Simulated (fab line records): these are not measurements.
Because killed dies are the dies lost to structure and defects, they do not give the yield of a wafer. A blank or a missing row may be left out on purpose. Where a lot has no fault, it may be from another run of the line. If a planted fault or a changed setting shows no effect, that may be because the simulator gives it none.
fab line records    flow nand-harc
record: lots: 6  wafers: 18  last-day: 33
route steps=1302 shown A_CONTACT@1044 END@1302
lots untouched by any fault: they come from a run of this same line in which no faults occurred
start-h: hours from the record's first day to the start of the lot's first wafer shown    wait-h: hours elapsed since this lot's preceding step    " same as the row above    L1.1+2: a single row standing in for several wafers    - no value present, or no start provided    * or withheld: withheld    < > ~ a bound
route shown NAME@n: NAME is a module with steps in the file, n the number in the route of the first one    usual: average and standard deviation across the fault-free wafers    same: alike in all rows    chamber/n: place in a boat    sites: the reading at each site    _std_site: how widely they spread, as a standard deviation    _edge_site: inner sites' mean taken away from outer sites' mean    radius-mm: for every site, how far away it sits from the centre of the wafer    mask NAME#n: copy n    behind: tool/chamber where the wafer was last shaped    hold: why the lot was held/for how many hours/how that ended    device: whichever transistor did not switch (one of n, p or np)    end of line: tests run on the same wafers once the route is complete    a step with no rows: only its recipe    killed: at the first sort, the dies lost to defects and structure; wafer yield is something else    map: per-die view of a wafer (x killed, . not killed, _ where there is no die)
set.NAME: setting as actually run; set.NAME@STEP: the setting as run at that earlier step    model.NAME: the simulator's own value behind a step, which no gauge read
lots seen at some steps along the route; tables by step, rows by wafer
services: a tool's chamber out of use, with start hour (start-h, from the record's first day; less than 0 if before it), hours out, and reason
== steps ==
step: NHARC_A_CONTACT_ETCH_76
recipe: target-depth-a: 2600  over-etch-frac: 0.3  time-s: 475.3  ion-energy-ev: 200  n2-flow-sccm: 150  h2-flow-sccm: 150  ar-flow-sccm: 0  rf-w: 400  bias-w: 150  chemistry: N2/H2
step: NHARC_A_CONTACT_ETCH_77
recipe: target-depth-a: 1089  time-s: 54.5  cf4-flow-sccm: 100  chf3-flow-sccm: 30  ar-flow-sccm: 0  rf-w: 500  bias-w: 200  chemistry: CF4/CHF3
usual: bias-w: 200.0/0.64  cf4-flow-sccm: 100.0/0.32  drypump-motor-current-A: 5.8/0.4  oes-product-au: 0.936/0.02  rf-vpp-V: 371.1/2.6  showerhead-plenum-p-Torr: 1.59/0.069  throttle-valve-pct: 16.801/0.0082
lot.wafer  tool         chamber  start-h  wait-h  bias-w  cf4-flow-sccm  drypump-motor-current-A  oes-product-au  rf-hours-counter-h  rf-vpp-V  showerhead-plenum-p-Torr  throttle-valve-pct
L233.2     rie-diel-11  0        -        -       200.2   99.5           6.0                      0.978           23                  373.6     1.66                      16.813
L233.3     "            1        "        "       199.3   99.8           5.8                      0.962           23                  369.0     1.51                      16.799
L233.5     "            0        "        "       200.5   99.9           6.0                      0.967           -                   375.5     1.66                      16.812
L236.1     rie-diel-13  2        -        -       199.7   100.1          5.9                      0.931           32                  369.0     1.56                      16.796
L236.3     "            3        "        "       200.2   99.4           6.6                      0.915           30                  367.1     1.46                      16.779
L236.6     "            1        "        "       199.8   99.5           5.5                      0.927           -                   374.3     1.68                      16.792
L237.2     rie-diel-11  0        -        -       201.4   100.0          5.9                      0.982           0                   373.4     1.66                      16.786
L237.4     "            2        "        "       199.4   100.4          5.2                      0.957           0                   373.8     1.62                      16.789
L237.3     "            3        "        "       200.5   100.0          5.4                      0.972           0                   372.7     1.63                      16.799
L238.4     rie-diel-13  0        -        -       200.0   100.4          5.9                      0.913           34                  367.6     1.51                      16.794
L238.2     "            2        "        "       200.6   99.4           5.9                      0.945           43                  370.7     1.56                      16.800
L238.6     "            3        "        "       199.5   100.8          6.6                      0.911           -                   366.1     1.46                      16.787
L246.2     rie-diel-11  2        -        -       200.5   99.7           5.2                      0.916           16                  370.3     1.61                      16.820
L246.5     "            3        "        "       201.0   100.2          5.4                      0.933           -                   372.3     1.62                      16.807
L246.6     "            0        "        "       200.6   99.7           6.0                      0.931           -                   373.6     1.66                      16.801
L248.3     rie-diel-13  2        -        -       199.8   99.6           5.9                      0.971           8                   369.7     1.55                      16.809
L248.1     "            0        "        "       199.5   99.8           5.9                      0.964           12                  368.8     1.50                      16.802
L248.6     "            2        "        "       199.2   100.1          5.9                      0.968           -                   370.1     1.55                      16.806
step: NHARC_A_CONTACT_ETCH_78
recipe: target-depth-a: 53000  over-etch-frac: 0.3  time-s: 1378  ion-energy-ev: 150  o2-flow-sccm: 400  cos-flow-sccm: 20  ar-flow-sccm: 0  rf-w: 500  bias-w: 300  chemistry: O2/COS
step: NHARC_A_CONTACT_ETCH_124
recipe: source-w: withheld  pressure-mtorr: 20  bias-v: withheld  time-s: 140  target-depth-a: 7000  ar-flow-sccm: withheld  c4f8-flow-sccm: withheld  o2-flow-sccm: withheld  chemistry: C4F8/O2/Ar
step: NHARC_A_CONTACT_ETCH_125
recipe: source-w: withheld  pressure-mtorr: 20  bias-v: 3000  time-s: 197  target-depth-a: 19180  ar-flow-sccm: withheld  c4f8-flow-sccm: withheld  o2-flow-sccm: withheld  chemistry: C4F8/O2/Ar
usual: chamber-pressure-mTorr: 20.002/0.017  oes-air-line-au: 1.000/0.021
lot.wafer  tool             chamber  start-h  wait-h  chamber-pressure-mTorr  oes-air-line-au  rf-hours-counter-h
L233.2     har-cap-etch-02  0        577.98   0.2     19.996                  1.002            100
L233.3     "                1        "        "       20.031                  1.000            -
L233.5     "                1        "        "       19.998                  0.970            -
L236.1     har-cap-etch-03  1        615.26   0.2     19.979                  1.038            63
L236.3     "                0        "        "       20.018                  0.998            -
L236.6     "                1        "        "       19.997                  1.052            -
L237.2     har-cap-etch-02  1        623.04   0.2     20.001                  0.967            106
L237.3     "                1        "        "       19.999                  0.988            -
L237.4     "                0        "        "       20.007                  0.982            -
L238.2     har-cap-etch-01  1        641.92   0.2     20.017                  0.984            21
L238.4     "                1        "        "       19.980                  1.000            -
L238.6     "                1        "        "       19.999                  0.998            -
L246.2     har-cap-etch-01  0        709.56   0.2     20.007                  0.956            36
L246.5     "                0        "        "       19.979                  1.017            -
L246.6     "                1        "        "       19.949                  0.992            -
L248.1     har-cap-etch-03  0        729.14   0.2     19.989                  1.009            88
L248.3     "                1        "        "       20.023                  1.016            -
L248.6     "                0        "        "       19.997                  0.971            -
step: NHARC_A_CONTACT_ETCH_126
recipe: source-w: withheld  pressure-mtorr: 20  bias-v: 3000  time-s: 197  target-depth-a: 19180  ar-flow-sccm: withheld  c4f8-flow-sccm: withheld  o2-flow-sccm: withheld  chemistry: C4F8/O2/Ar
step: NHARC_A_CONTACT_ETCH_127
recipe: source-w: withheld  pressure-mtorr: 20  bias-v: 3000  time-s: 197  target-depth-a: 19180  ar-flow-sccm: withheld  c4f8-flow-sccm: withheld  o2-flow-sccm: withheld  chemistry: C4F8/O2/Ar
step: NHARC_A_CONTACT_ETCH_128
recipe: source-w: withheld  pressure-mtorr: 20  bias-v: 3000  time-s: 197  target-depth-a: 19180  ar-flow-sccm: withheld  c4f8-flow-sccm: withheld  o2-flow-sccm: withheld  chemistry: C4F8/O2/Ar
usual: chamber-pressure-mTorr: 20.000/0.017  oes-air-line-au: 0.999/0.022
lot.wafer  tool             chamber  start-h  wait-h  chamber-pressure-mTorr  oes-air-line-au  rf-hours-counter-h
L233.2     har-cap-etch-02  0        578.52   0.1     19.993                  0.941            100
L233.3     "                1        "        "       19.992                  1.017            -
L233.5     "                1        "        "       20.017                  1.005            -
L236.1     har-cap-etch-03  1        615.79   0.1     20.003                  1.001            63
L236.3     "                0        "        "       20.007                  1.013            -
L236.6     "                1        "        "       19.994                  0.967            -
L237.2     har-cap-etch-02  1        623.57   0.1     19.986                  1.029            106
L237.3     "                1        "        "       20.023                  1.000            -
L237.4     "                0        "        "       20.007                  0.988            -
L238.2     har-cap-etch-01  1        642.45   0.1     20.042                  1.030            22
L238.4     "                1        "        "       19.965                  0.984            -
L238.6     "                1        "        "       20.014                  1.004            -
L246.2     har-cap-etch-01  0        710.09   0.1     19.985                  0.988            37
L246.5     "                0        "        "       20.014                  0.964            -
L246.6     "                1        "        "       19.998                  0.965            -
L248.1     har-cap-etch-03  0        729.67   0.1     20.021                  0.990            88
L248.3     "                1        "        "       20.017                  0.994            -
L248.6     "                0        "        "       20.003                  0.979            -
step: NHARC_A_CONTACT_ETCH_129
recipe: source-w: withheld  pressure-mtorr: 20  bias-v: 3000  time-s: 197  target-depth-a: 19180  ar-flow-sccm: withheld  c4f8-flow-sccm: withheld  o2-flow-sccm: withheld  chemistry: C4F8/O2/Ar
usual: chamber-pressure-mTorr: 20.001/0.017  oes-air-line-au: 0.998/0.019
lot.wafer  tool             chamber  start-h  wait-h  chamber-pressure-mTorr  oes-air-line-au  rf-hours-counter-h
L233.2     har-cap-etch-02  0        578.70   0.1     20.009                  0.999            100
L233.3     "                1        "        "       20.007                  0.999            -
L233.5     "                1        "        "       19.992                  0.987            -
L236.1     har-cap-etch-03  1        615.96   0.1     20.016                  0.982            63
L236.3     "                0        "        "       20.013                  0.975            -
L236.6     "                1        "        "       19.984                  0.974            -
L237.2     har-cap-etch-02  1        623.75   0.1     19.995                  0.957            107
L237.3     "                1        "        "       20.010                  0.973            -
L237.4     "                0        "        "       19.991                  0.983            -
L238.2     har-cap-etch-01  1        642.62   0.1     20.000                  0.983            22
L238.4     "                1        "        "       20.003                  0.975            -
L238.6     "                1        "        "       20.001                  0.989            -
L246.2     har-cap-etch-01  0        710.26   0.1     20.020                  1.001            37
L246.5     "                0        "        "       20.008                  1.017            -
L246.6     "                1        "        "       19.998                  0.983            -
L248.1     har-cap-etch-03  0        729.85   0.1     20.005                  1.027            89
L248.3     "                1        "        "       19.974                  1.001            -
L248.6     "                0        "        "       20.011                  0.997            -
step: NHARC_A_CONTACT_ETCH_130
recipe: source-w: withheld  pressure-mtorr: 20  bias-v: 3000  time-s: 197  target-depth-a: 19180  ar-flow-sccm: withheld  c4f8-flow-sccm: withheld  o2-flow-sccm: withheld  chemistry: C4F8/O2/Ar
step: NHARC_A_CONTACT_ETCH_131
recipe: source-w: withheld  pressure-mtorr: 20  bias-v: 3000  time-s: 197  target-depth-a: 19180  ar-flow-sccm: withheld  c4f8-flow-sccm: withheld  o2-flow-sccm: withheld  chemistry: C4F8/O2/Ar
step: NHARC_A_CONTACT_ETCH_132
recipe: source-w: withheld  pressure-mtorr: 20  bias-v: 3000  time-s: 197  target-depth-a: 19240  ar-flow-sccm: withheld  c4f8-flow-sccm: withheld  o2-flow-sccm: withheld  chemistry: C4F8/O2/Ar
step: NHARC_A_CONTACT_ETCH_133
recipe: source-w: withheld  pressure-mtorr: 20  bias-v: 400  time-s: 374  target-depth-a: 16100  ar-flow-sccm: withheld  c4f8-flow-sccm: 11.5  o2-flow-sccm: 7.2  chemistry: C4F8/O2/Ar
usual: chamber-pressure-mTorr: 19.998/0.018  oes-air-line-au: 1.003/0.02
lot.wafer  tool             chamber  start-h  wait-h  chamber-pressure-mTorr  oes-air-line-au  rf-hours-counter-h
L233.2     har-cap-etch-02  0        579.40   0.1     -                       -                -
L233.3     "                1        "        "       -                       -                -
L233.5     "                1        "        "       -                       -                -
L236.1     har-cap-etch-03  1        616.71   0.2     -                       -                -
L236.3     "                0        "        "       -                       -                -
L236.6     "                1        "        "       -                       -                -
L237.2     har-cap-etch-02  1        624.63   0.2     19.993                  1.013            107
L237.3     "                1        "        "       20.024                  1.026            -
L237.4     "                0        "        "       20.032                  1.007            -
L238.2     har-cap-etch-01  1        643.33   0.1     19.965                  0.984            23
L238.4     "                1        "        "       20.004                  0.995            -
L238.6     "                1        "        "       19.993                  0.974            -
L246.2     har-cap-etch-01  0        710.97   0.1     19.971                  1.027            37
L246.5     "                0        "        "       20.001                  0.974            -
L246.6     "                1        "        "       20.009                  0.996            -
L248.1     har-cap-etch-03  0        730.59   0.2     19.973                  0.992            89
L248.3     "                1        "        "       20.015                  1.008            -
L248.6     "                0        "        "       20.018                  0.994            -
step: NHARC_A_CONTACT_ETCH_91
recipe: target-depth-a: 400  over-etch-frac: 0.5  time-s: 85.7  ion-energy-ev: 120  ch3f-flow-sccm: 50  o2-flow-sccm: 30  ar-flow-sccm: 200  rf-w: 500  bias-w: 100  chemistry: CH3F/O2
usual: bias-w: 99.97/0.28  ch3f-flow-sccm: 50.01/0.16  drypump-motor-current-A: 5.7/0.41  oes-product-au: 0.928/0.018  rf-vpp-V: 245.0/1.6  showerhead-plenum-p-Torr: 2.50/0.099  throttle-valve-pct: 20.663/0.0084
same: over-etch-frac: 0.5
lot.wafer  tool         chamber  start-h  wait-h  bias-w  ch3f-flow-sccm  drypump-motor-current-A  oes-product-au  rf-hours-counter-h  rf-vpp-V  showerhead-plenum-p-Torr  throttle-valve-pct
L233.2     rie-diel-11  2        580.19   0.7     99.82   49.73           5.2                      0.931           23                  245.7     2.53                      20.667
L233.3     "            3        "        "       99.97   50.00           5.4                      0.945           24                  245.5     2.54                      20.666
L233.5     "            3        "        "       99.74   50.11           5.4                      0.940           -                   246.0     2.54                      20.643
L236.1     rie-diel-13  0        617.42   0.6     99.92   50.10           5.9                      0.921           24                  242.2     2.35                      20.661
L236.3     "            2        "        "       100.38  50.11           5.9                      0.937           34                  243.4     2.44                      20.657
L236.6     "            0        "        "       99.84   49.87           5.9                      0.934           -                   241.3     2.35                      20.671
L237.2     rie-diel-11  3        625.56   0.8     99.57   50.02           5.4                      0.931           1                   245.4     2.54                      20.661
L237.4     "            0        "        "       99.70   49.88           6.0                      0.923           2                   246.7     2.60                      20.652
L237.3     "            2        "        "       100.00  50.00           5.2                      0.934           1                   245.7     2.53                      20.667
L238.2     rie-diel-11  0        644.13   0.7     99.95   50.12           6.0                      0.920           5                   245.9     2.60                      20.671
L238.4     "            2        "        "       99.70   50.10           5.2                      0.928           5                   244.9     2.53                      20.657
L238.6     "            3        "        "       99.90   49.85           5.4                      0.940           -                   245.4     2.54                      20.661
L246.2     rie-diel-11  2        711.75   0.7     100.09  49.94           5.2                      0.924           17                  245.5     2.52                      20.651
L246.5     "            2        "        "       99.95   49.91           5.2                      0.926           -                   244.7     2.52                      20.658
L246.6     "            3        "        "       100.08  50.07           5.4                      0.938           -                   245.3     2.54                      20.667
L248.1     rie-diel-11  1        731.31   0.6     100.22  50.07           5.8                      0.921           20                  243.4     2.35                      20.663
L248.3     "            3        "        "       99.77   50.29           5.4                      0.935           17                  245.5     2.54                      20.656
L248.6     "            1        "        "       99.69   50.08           5.8                      0.913           -                   242.7     2.35                      20.652
step: NHARC_END_SORT_01
recipe: temp-c: 25
usual: killed-at-array: 55/20  killed-at-other: 1.2/1.3  killed-at-periphery: 4.0/3  killed-dies: 60/21  killed-open: 3.2/1.9  killed-short: 2.5/1.6
same: gross-dies: 677
lot.wafer  tool       chamber  start-h  wait-h  killed-at-array  killed-at-other  killed-at-periphery  killed-dies  killed-open  killed-short
L233.2     prober-01  0        631.51   2.8     672              0                5                    677          0            2
L233.3     prober-01  0        632.31   3.1     671              3                3                    677          6            4
L233.5     prober-01  0        633.92   3.7     669              2                6                    677          2            2
L236.1     prober-02  0        673.68   2.5     669              1                7                    677          5            6
L236.3     prober-02  0        675.28   3.1     670              1                6                    677          0            1
L236.6     prober-02  0        677.67   4.0     670              2                5                    677          6            2
L238.2     prober-02  0        702.30   2.8     80               0                6                    86           2            2
L246.2     prober-01  0        771.86   2.8     40               1                3                    44           4            1
L246.5     prober-01  0        774.23   3.7     46               0                3                    49           2            2
L246.6     prober-01  0        775.02   4.0     56               2                3                    61           3            2
killed by level:class
L233.2 A_CONTACT:area-etch=624 A_CHANNEL_HOLE_D1:chamber-film-flake=32 A_CHANNEL_HOLE_D2:chamber-film-flake=11 P_GATE:chamber-film-flake=2 A_SOURCE_PLATE:geometric-particle:short=1 A_CHANNEL_FILL_D1:geometric-particle:short=1 P_ZERO_WELL:chamber-film-flake=1 P_STI:chamber-film-flake=1
L233.3 A_CONTACT:area-etch=611 A_CHANNEL_HOLE_D1:chamber-film-flake=34 A_CHANNEL_HOLE_D2:chamber-film-flake=11 THIN_TSV:chamber-film-flake=3 P_M0:geometric-particle:open=2 A_M0:geometric-particle:open=2 A_STAIRCASE:chamber-film-flake=2 A_WL_FILL:chamber-film-flake=2
L233.5 A_CONTACT:area-etch=611 A_CHANNEL_HOLE_D1:chamber-film-flake=30 A_CHANNEL_HOLE_D2:chamber-film-flake=9 A_WL_FILL:chamber-film-flake=6 A_CONTACT:chamber-film-flake=5 P_GATE:chamber-film-flake=3 P_BONDPAD:chamber-film-flake=2 A_CHANNEL_FILL_D1:chamber-film-flake=2
L236.1 A_CONTACT:area-etch=600 A_CHANNEL_HOLE_D1:chamber-film-flake=30 A_CHANNEL_HOLE_D2:chamber-film-flake=16 A_CHANNEL_FILL_D2:chamber-film-flake=7 P_STI:chamber-film-flake=4 A_STAIRCASE:chamber-film-flake=3 A_DECK1_JOINT:geometric-particle:open=2 A_CHANNEL_FILL_D2:geometric-particle:short=2
L236.3 A_CONTACT:area-etch=607 A_CHANNEL_HOLE_D1:chamber-film-flake=34 A_CHANNEL_HOLE_D2:chamber-film-flake=16 P_STI:chamber-film-flake=6 A_CONTACT:chamber-film-flake=6 A_CHANNEL_FILL_D2:chamber-film-flake=2 A_STAIRCASE:chamber-film-flake=2 A_DECK1_JOINT:geometric-particle:short=1
L236.6 A_CONTACT:area-etch=601 A_CHANNEL_HOLE_D1:chamber-film-flake=35 A_CHANNEL_HOLE_D2:chamber-film-flake=15 A_CHANNEL_FILL_D2:chamber-film-flake=4 A_CONTACT:chamber-film-flake=4 A_STAIRCASE:chamber-film-flake=3 P_CONTACT:geometric-particle:open=2 A_ONON_D1:geometric-particle:short=2
L238.2 A_SLIT:chamber-film-flake=34 A_CHANNEL_HOLE_D1:chamber-film-flake=33 A_STAIRCASE:chamber-film-flake=5 P_GATE:chamber-film-flake=4 P_M1:chamber-film-flake=2 A_DECK1_JOINT:geometric-particle:short=1 A_WL_FILL:geometric-particle:short=1 A_WL_FILL:geometric-particle:open=1
L246.2 A_CHANNEL_HOLE_D2:chamber-film-flake=18 A_SLIT:chamber-film-flake=8 A_CONTACT:chamber-film-flake=6 A_CHANNEL_HOLE_D1:chamber-film-flake=3 A_M0:geometric-particle:open=2 P_M1:chamber-film-flake=2 P_M0:geometric-particle:open=1 A_CHANNEL_FILL_D2:geometric-particle:short=1
L246.5 A_CHANNEL_HOLE_D2:chamber-film-flake=19 A_SLIT:chamber-film-flake=16 A_CONTACT:chamber-film-flake=6 P_M1:chamber-film-flake=2 A_CHANNEL_HOLE_D1:chamber-film-flake=2 P_STI:geometric-particle:short=1 A_ONON_D2:geometric-particle:short=1 A_ONON_D2:geometric-particle:open=1
L246.6 A_CHANNEL_HOLE_D2:chamber-film-flake=29 A_SLIT:chamber-film-flake=11 A_CONTACT:chamber-film-flake=7 P_M1:chamber-film-flake=3 A_CHANNEL_HOLE_D1:chamber-film-flake=3 THIN_TSV:chamber-film-flake=2 A_ONON_D1:geometric-particle:short=1 A_CHANNEL_FILL_D1:geometric-particle:short=1
map L233.2 (x killed, . not)
____________x____________
_________xxxxxxx_________
_______xxxxxxxxxxx_______
______xxxxxxxxxxxxx______
_____xxxxxxxxxxxxxxx_____
____xxxxxxxxxxxxxxxxx____
____xxxxxxxxxxxxxxxxx____
___xxxxxxxxxxxxxxxxxxx___
___xxxxxxxxxxxxxxxxxxx___
__xxxxxxxxxxxxxxxxxxxxx__
__xxxxxxxxxxxxxxxxxxxxx__
_xxxxxxxxxxxxxxxxxxxxxxx_
_xxxxxxxxxxxxxxxxxxxxxxx_
_xxxxxxxxxxxxxxxxxxxxxxx_
_xxxxxxxxxxxxxxxxxxxxxxx_
_xxxxxxxxxxxxxxxxxxxxxxx_
xxxxxxxxxxxxxxxxxxxxxxxxx
xxxxxxxxxxxxxxxxxxxxxxxxx
xxxxxxxxxxxxxxxxxxxxxxxxx
xxxxxxxxxxxxxxxxxxxxxxxxx
xxxxxxxxxxxxxxxxxxxxxxxxx
_xxxxxxxxxxxxxxxxxxxxxxx_
_xxxxxxxxxxxxxxxxxxxxxxx_
_xxxxxxxxxxxxxxxxxxxxxxx_
_xxxxxxxxxxxxxxxxxxxxxxx_
_xxxxxxxxxxxxxxxxxxxxxxx_
__xxxxxxxxxxxxxxxxxxxxx__
__xxxxxxxxxxxxxxxxxxxxx__
___xxxxxxxxxxxxxxxxxxx___
___xxxxxxxxxxxxxxxxxxx___
____xxxxxxxxxxxxxxxxx____
____xxxxxxxxxxxxxxxxx____
_____xxxxxxxxxxxxxxx_____
______xxxxxxxxxxxxx______
_______xxxxxxxxxxx_______
_________xxxxxxx_________
____________x____________
map L236.1 (x killed, . not)
____________x____________
_________xxxxxxx_________
_______xxxxxxxxxxx_______
______xxxxxxxxxxxxx______
_____xxxxxxxxxxxxxxx_____
____xxxxxxxxxxxxxxxxx____
____xxxxxxxxxxxxxxxxx____
___xxxxxxxxxxxxxxxxxxx___
___xxxxxxxxxxxxxxxxxxx___
__xxxxxxxxxxxxxxxxxxxxx__
__xxxxxxxxxxxxxxxxxxxxx__
_xxxxxxxxxxxxxxxxxxxxxxx_
_xxxxxxxxxxxxxxxxxxxxxxx_
_xxxxxxxxxxxxxxxxxxxxxxx_
_xxxxxxxxxxxxxxxxxxxxxxx_
_xxxxxxxxxxxxxxxxxxxxxxx_
xxxxxxxxxxxxxxxxxxxxxxxxx
xxxxxxxxxxxxxxxxxxxxxxxxx
xxxxxxxxxxxxxxxxxxxxxxxxx
xxxxxxxxxxxxxxxxxxxxxxxxx
xxxxxxxxxxxxxxxxxxxxxxxxx
_xxxxxxxxxxxxxxxxxxxxxxx_
_xxxxxxxxxxxxxxxxxxxxxxx_
_xxxxxxxxxxxxxxxxxxxxxxx_
_xxxxxxxxxxxxxxxxxxxxxxx_
_xxxxxxxxxxxxxxxxxxxxxxx_
__xxxxxxxxxxxxxxxxxxxxx__
__xxxxxxxxxxxxxxxxxxxxx__
___xxxxxxxxxxxxxxxxxxx___
___xxxxxxxxxxxxxxxxxxx___
____xxxxxxxxxxxxxxxxx____
____xxxxxxxxxxxxxxxxx____
_____xxxxxxxxxxxxxxx_____
______xxxxxxxxxxxxx______
_______xxxxxxxxxxx_______
_________xxxxxxx_________
____________x____________
== services ==
tool             chamber  start-h  hours  kind
rie-diel-11      0        564.20   -      clean
rie-diel-11      1        564.20   -      clean
rie-diel-11      2        564.20   -      clean
rie-diel-11      3        564.20   -      clean
rie-diel-11      0        588.70   -      clean
rie-diel-11      1        588.70   -      clean
rie-diel-11      2        588.70   -      clean
rie-diel-11      3        588.70   -      clean
rie-diel-13      0        590.19   16.5   repair
rie-diel-13      3        593.53   2.5    repair
rie-diel-11      -        609.67   9.0    pm
rie-diel-11      0        609.67   9.0    vent-cycle
rie-diel-11      1        609.67   9.0    vent-cycle
rie-diel-11      2        609.67   9.0    vent-cycle
rie-diel-11      3        609.67   9.0    vent-cycle
rie-diel-11      0        618.67   -      clean
rie-diel-11      1        618.67   -      clean
rie-diel-13      1        641.50   27.9   repair
rie-diel-11      3        648.17   8.8    repair
rie-diel-11      3        676.77   15.5   repair
rie-diel-11      1        690.05   7.9    repair
rie-diel-13      -        696.89   9.0    pm
har-cap-etch-02  -        703.21   76.0   repair
rie-diel-13      2        718.20   7.7    repair
== key ==
first-sign: step: NHARC_A_CONTACT_ETCH_133  reading: tool-record  direction: missing
effect: step: NHARC_END_SORT_01  reading: killed-at-array  direction: up  sigmas: 30  usual: 55  struck: 670
more-kills-born-at: NHARC_A_CONTACT_ETCH_133@har-cap-etch-02: 1841  NHARC_A_CONTACT_ETCH_133@har-cap-etch-03: 1807
met-at NHARC_A_CONTACT_ETCH_133
struck-wafers L233.2,L233.3,L233.5,L236.1,L236.3,L236.6
later-rows-left-out L233.2,L233.3,L233.5,L236.1,L236.3,L236.6
tester-left-out L233,L236
fault: kind: skipped-step-whole  tool: har-cap-etch-02,har-cap-etch-03  chamber: -  onset-h: 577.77  steps: NHARC_A_CONTACT_ETCH_133  scope: struck-lots-only
tester-left-out: of these lots the tester's yield and bins aren't shown, on N5 and GAA mostly nor the transistor test; their killed dies are dies lost to structure and defects alone, not to doping, threshold or leakage, so they don't give the yield
later-rows-left-out: the simulator's readings of these wafers behind a module that went badly wrong aren't trusted and aren't shown, but for the sort
